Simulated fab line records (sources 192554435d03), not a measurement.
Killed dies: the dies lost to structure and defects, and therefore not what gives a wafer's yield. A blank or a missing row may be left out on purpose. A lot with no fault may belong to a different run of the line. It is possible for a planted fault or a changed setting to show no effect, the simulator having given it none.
Chamber matching ; flow n5 finfet ; N5_HKMG_FIN_STRIP_90 on rie diel-06: 4 sister chambers
The step strips SOC in N2/H2, time 20 s. 18 wafers are shown with their chamber, then 9 later ones without.

## WAFERS WITH THEIR CHAMBER
wafer;chamber;drypump motor current A (A);showerhead plenum p Torr (Torr);throttle valve pct (%)
L074.3;3;6.5;3.33;19.3
L074.4;2;6.3;3.33;19.2
L074.5;0;5.8;3.27;18.8
L083.1;1;5.4;3.57;19.4
L083.3;2;6.3;3.32;19.3
L083.4;1;5.3;3.57;19.4
L085.3;2;6.3;3.31;19.3
L085.4;1;5.4;3.57;19.4
L085.5;2;6.3;3.31;19.3
L086.4;0;5.8;3.25;18.8
L086.5;2;6.3;3.31;19.3
L086.6;1;5.4;3.57;19.4
L087.1;3;6.5;3.31;18.9
L087.2;2;6.3;3.31;19.3
L087.5;1;5.4;3.56;19.4
L088.2;3;6.4;3.31;18.9
L088.4;0;5.8;3.25;18.9
L088.5;1;5.4;3.56;19.4

SIGNATURES (averages over the wafers above)
reading;chamber 0;chamber 1;chamber 2;chamber 3;scatter within a chamber
drypump motor current A;5.800;5.383;6.300;6.467;0.0327
showerhead plenum p Torr;3.2567;3.5667;3.3150;3.3167;0.00852
throttle valve pct;18.833;19.400;19.283;19.033;0.0932
Rule: for each reading, subtract the chamber's mean from the wafer's reading, divide by that reading's scatter and square the result; add these up over the readings and take the root, which gives the wafer's distance from the chamber. If the next closest chamber is less than 2 further off than the closest, the wafer can't be placed; otherwise it belongs to the closest. How the scatter is found: for the shown wafers, subtract from each reading the mean of its chamber, square and add these, divide the total by (wafers less chambers), then take the root.

## WAFERS WITH NO CHAMBER GIVEN
wafer;drypump motor current A (A);showerhead plenum p Torr (Torr);throttle valve pct (%)
L090.1;6.4;3.31;18.9
L090.2;6.3;3.31;18.9
L090.5;6.3;3.31;18.9
L091.2;5.8;3.24;18.9
L091.3;5.4;3.56;19.4
L091.6;5.8;3.24;18.9
L095.2;5.4;3.55;19.4
L095.3;5.8;3.24;18.9
L095.5;6.3;3.30;18.9

## WHICH CHAMBER EACH ONE RAN IN
wafer;from the rows above;in truth
L090.1;3;3
L090.2;can't be placed: 2 or 3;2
L090.5;can't be placed: 2 or 3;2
L091.2;0;0
L091.3;1;1
L091.6;0;0
L095.2;1;1
L095.3;0;0
L095.5;can't be placed: 2 or 3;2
Placed correctly: 6 of 9. Unplaceable from these rows: 3, with the true chamber sitting among the candidates in 3. Wrongly placed: 0.
